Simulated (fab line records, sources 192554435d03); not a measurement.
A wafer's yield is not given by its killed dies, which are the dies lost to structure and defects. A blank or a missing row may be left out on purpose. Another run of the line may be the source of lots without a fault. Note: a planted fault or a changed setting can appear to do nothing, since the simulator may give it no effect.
A single fault, viewed from 2 desks -- flow n5-finfet -- each desk has only its own numbers; what lay behind them comes last

== TOOL OWNER'S DESK, ald-metal-02 ==
The tool's own readings at N5_BEOL_M0_ALD_136 (deposits TaN, pulse time 2 s, purge time 3 s, co reactant purge time 2 s): means of the sampled wafers that have a number, for each lot that ran on this tool. Marked OUT: a lot whose mean sits more than 4 standard deviations from the usual mean, which makes it out of limits; the brackets give that distance.
Columns: A = heater-power-w at N5_BEOL_M0_ALD_136, usual 411 W
lot,first seen here,A
L691,day 6 22:18,361
L697,day 8 06:36,351
L700,day 9 02:31,359
L701,day 9 08:28,355
Finding of this desk: none of the 4 lots has anything out of limits.

== FROM THE METROLOGY DESK ==
Means of the sampled wafers that have a number, per lot and without regard to the tool the lot ran on: this is what the gauges read. Marked OUT: a lot whose mean sits more than 4 standard deviations from the usual mean, which makes it out of limits; the brackets give that distance. Of its 10 readings 7 are shown: those that lie furthest out on some lot.
Columns: A = DIBL_P at N5_BEOL_M4_RC_MEAS_101, usual 35.8 mV/V; B = IOFF_P at N5_BEOL_M4_RC_MEAS_101, usual 0.21 nA/um; C = ION_N at N5_BEOL_M4_RC_MEAS_101, usual 677 uA/um; D = ION_P at N5_BEOL_M4_RC_MEAS_101, usual 465 uA/um; E = SS_P at N5_BEOL_M4_RC_MEAS_101, usual 73.2 mV/dec; F = VT_N at N5_BEOL_M4_RC_MEAS_101, usual 249 mV; G = VT_P at N5_BEOL_M4_RC_MEAS_101, usual -250 mV
lot,first seen here,A,B,C,D,E,F,G
L687,day 9 13:23,36.3,0.22,683,465,73.8,246,-249
L691,day 10 13:10,35.0,0.23,680,467,73.2,246,-247
L694,day 11 03:11,35.3,0.22,671,465,73.0,252,-249
L695,day 11 04:52,36.0,0.26,680,477,73.1,250,-244
L697,day 12 09:45,34.9,0.19,668,458,72.5,248,-251
L700,day 12 10:01,35.4,0.15,665,451,73.1,254,-257
L699,day 12 11:02,38.8,0.26,701,479,74.1,246,-249
L701,day 13 03:49,34.6,0.19,681,463,73.4,249,-251
L706,day 14 03:41,35.0,0.21,678,473,72.7,251,-250
L707,day 14 03:45,36.0,0.23,685,467,73.1,249,-248
L708,day 14 09:38,36.7,0.20,675,466,73.2,250,-253
Finding of this desk: none of the 11 lots has anything out of limits.

== ALL TOGETHER ==
Nothing out of limits was seen by the tool owner's desk.
The metrology desk saw nothing out of limits.

== WHAT THE SIMULATOR HAD INSERTED ==
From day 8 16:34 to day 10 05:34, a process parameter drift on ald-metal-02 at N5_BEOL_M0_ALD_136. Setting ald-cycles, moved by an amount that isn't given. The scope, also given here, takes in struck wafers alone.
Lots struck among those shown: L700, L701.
